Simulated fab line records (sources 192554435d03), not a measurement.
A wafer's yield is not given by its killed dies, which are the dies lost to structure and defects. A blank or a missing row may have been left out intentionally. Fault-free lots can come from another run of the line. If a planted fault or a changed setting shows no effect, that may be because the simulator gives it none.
What tool caused it? -- flow n5-finfet -- 10 lots with 30 wafers sampled at 5 steps, on a route of 1938 steps

== WHAT THE GAUGES SHOWED, per wafer ==
N5_BEOL_M13_INSPECT_12: inspects for defects (macro).
lot,measured,on,raw-defect-count
L475,day 12 04:41,defect-inspect-01,0 2 3
L476,day 12 06:19,defect-inspect-02,4 3 3
L479,day 13 06:44,defect-inspect-02,1 4 1
L478,day 13 07:23,defect-inspect-01,0 6 1
L484,day 13 14:10,defect-inspect-02,1 2 1
L480,day 13 16:06,defect-inspect-02,1 4 0
L487,day 14 06:34,defect-inspect-01,2 1 258
L488,day 15 06:47,defect-inspect-01,277 3 1
L495,day 17 15:47,defect-inspect-02,1 0 3
L496,day 17 18:31,defect-inspect-01,1 1 2

== TOOL THAT RAN EACH LOT (tool first, then ch and the chambers of the sampled wafers, then the start) ==
lot,N5_BEOL_M12_SPUTTER_43,N5_BEOL_M12_SPUTTER_45,N5_BEOL_M12_PRE_CLEAN_52,N5_BEOL_M13_ILD_DEP_00
L475,"pvd-sputter-03, day 12 02:53","pvd-sputter-03, day 12 03:03","pecvd-03 ch 0,2, day 12 04:00","pecvd-01 ch 0,1, day 12 04:10"
L476,"pvd-sputter-03, day 12 03:49","pvd-sputter-03, day 12 03:58","pecvd-01 ch 0,2, day 12 05:35","pecvd-02 ch 0,1, day 12 05:45"
L479,"pvd-sputter-01, day 13 05:01","pvd-sputter-01, day 13 05:11","pecvd-03 ch 1,2, day 13 06:04","pecvd-04 ch 0,1,2, day 13 06:13"
L478,"pvd-sputter-01, day 13 05:25","pvd-sputter-01, day 13 05:35","pecvd-03 ch 0,1, day 13 06:44","pecvd-04 ch 0,1,2, day 13 06:53"
L484,"pvd-sputter-03, day 13 12:19","pvd-sputter-03, day 13 12:29","pecvd-03 ch 0,1, day 13 13:22","pecvd-04 ch 0,2, day 13 13:31"
L480,"pvd-sputter-01, day 13 14:23","pvd-sputter-01, day 13 14:33","pecvd-03 ch 0,1, day 13 15:26","pecvd-04 ch 1,2, day 13 15:35"
L487,"pvd-sputter-03, day 14 04:44","pvd-sputter-03, day 14 04:54","pecvd-03 ch 0,1,2, day 14 05:47","pecvd-04 ch 1,2, day 14 05:56"
L488,"pvd-sputter-01, day 15 05:05","pvd-sputter-01, day 15 05:14","pecvd-03 ch 0,1,2, day 15 06:09","pecvd-04 ch 0,1,2, day 15 06:20"
L495,"pvd-sputter-01, day 17 14:04","pvd-sputter-01, day 17 14:13","pecvd-01 ch 0,1, day 17 15:07","pecvd-01 ch 0,1, day 17 15:17"
L496,"pvd-sputter-03, day 17 16:34","pvd-sputter-03, day 17 16:43","pecvd-02 ch 0,1,2, day 17 17:51","pecvd-02 ch 0,1,2, day 17 18:00"
- N5_BEOL_M12_SPUTTER_43: material TaN, target thk 15 nm, time 24.19 s.
- N5_BEOL_M12_SPUTTER_45: material Cu, target thk 80 nm, time 13.33 s.
- N5_BEOL_M12_PRE_CLEAN_52: time 15 s.
- N5_BEOL_M13_ILD_DEP_00: deposits SiOC from DEMS/O2, target thk 837.92 nm, time 166.4 s.

== THE ANSWER, worked out from the rows above alone ==
Rule: the usual values come from the lots themselves. The widest of any qualifying gaps counts: lots, ordered by their means at a reading, are off when they make up no more than a third of the lots, leave a main group of 4 or more, and stand apart from it by 3 or more times the standard deviation of that group's means. The tables above print the reading to a certain number of digits; a main group whose means all agree to those digits is not used. Also off: a lot with no number at a reading for which 4 or more lots have one. The other lots that the step has rows for count as sound.
Off at N5_BEOL_M13_INSPECT_12 (raw-defect-count): L487, L488. For the main group the mean is 1.9 and the standard deviation 0.64.
If a tool, at a process step before that reading, ran all the lots that are off and no sound lot after the first of them, it fits. Those tools and the gauges at N5_BEOL_M13_INSPECT_12 are tried in the same way. This does not decide it: 2 tools fit, namely pecvd-03 at N5_BEOL_M12_PRE_CLEAN_52 and pecvd-04 at N5_BEOL_M13_ILD_DEP_00.

== WHAT THE SIMULATOR HAD PUT IN ==
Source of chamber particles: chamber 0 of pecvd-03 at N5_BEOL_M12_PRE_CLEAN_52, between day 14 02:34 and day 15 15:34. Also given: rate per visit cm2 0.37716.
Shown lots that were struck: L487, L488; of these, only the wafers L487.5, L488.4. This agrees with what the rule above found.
